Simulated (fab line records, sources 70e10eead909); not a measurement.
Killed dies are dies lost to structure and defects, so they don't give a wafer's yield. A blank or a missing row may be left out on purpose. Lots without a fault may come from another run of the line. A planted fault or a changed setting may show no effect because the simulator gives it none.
Chamber matching | flow nand_harc | NHARC_A_STAIRCASE_ALD_415 on ald_hk-03: 4 sister chambers
The step deposits SiO2, target thk 30 nm, pulse time 6 s, ald cycles 300. 4 wafers are shown with their chamber, then 7 later ones without.

WAFERS WITH THEIR CHAMBER
wafer  | chamber | heater_power_w (W)
L085.1 | 1       | 365
L090.6 | 3       | 452
L089.1 | 2       | 492
L089.3 | 0       | 465

WAFERS WITHOUT THEIR CHAMBER
wafer  | heater_power_w (W)
L089.6 | 498
L095.3 | 452
L095.4 | 377
L095.5 | 473
L097.3 | 459
L097.4 | 369
L097.6 | 493

WHICH CHAMBER EACH WENT THROUGH
wafer  | from the rows above          | in truth
L089.6 | 2                            | 2
L095.3 | can't be placed: 3 or 0      | 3
L095.4 | 1                            | 1
L095.5 | can't be placed: 0 or 2 or 3 | 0
L097.3 | can't be placed: 0 or 3      | 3
L097.4 | 1                            | 1
L097.6 | 2                            | 2
Placed correctly: 4 of 7. Can't be placed from these rows: 3 (the true chamber is among the candidates in 3). Placed wrongly: 0.
How it was worked out, from the rows above alone: a wafer's distance from a chamber is the root of the sum, over the readings, of the square of ((its reading less the chamber's mean) divided by the reading's scatter). The wafer belongs to the nearest chamber; if the next one is less than 2 further off, it can't be placed. A chamber's mean is the mean of its shown wafers. The scatter: with one shown wafer a chamber, the root of the mean of the squares of how far each hidden wafer lies from its nearest shown one.
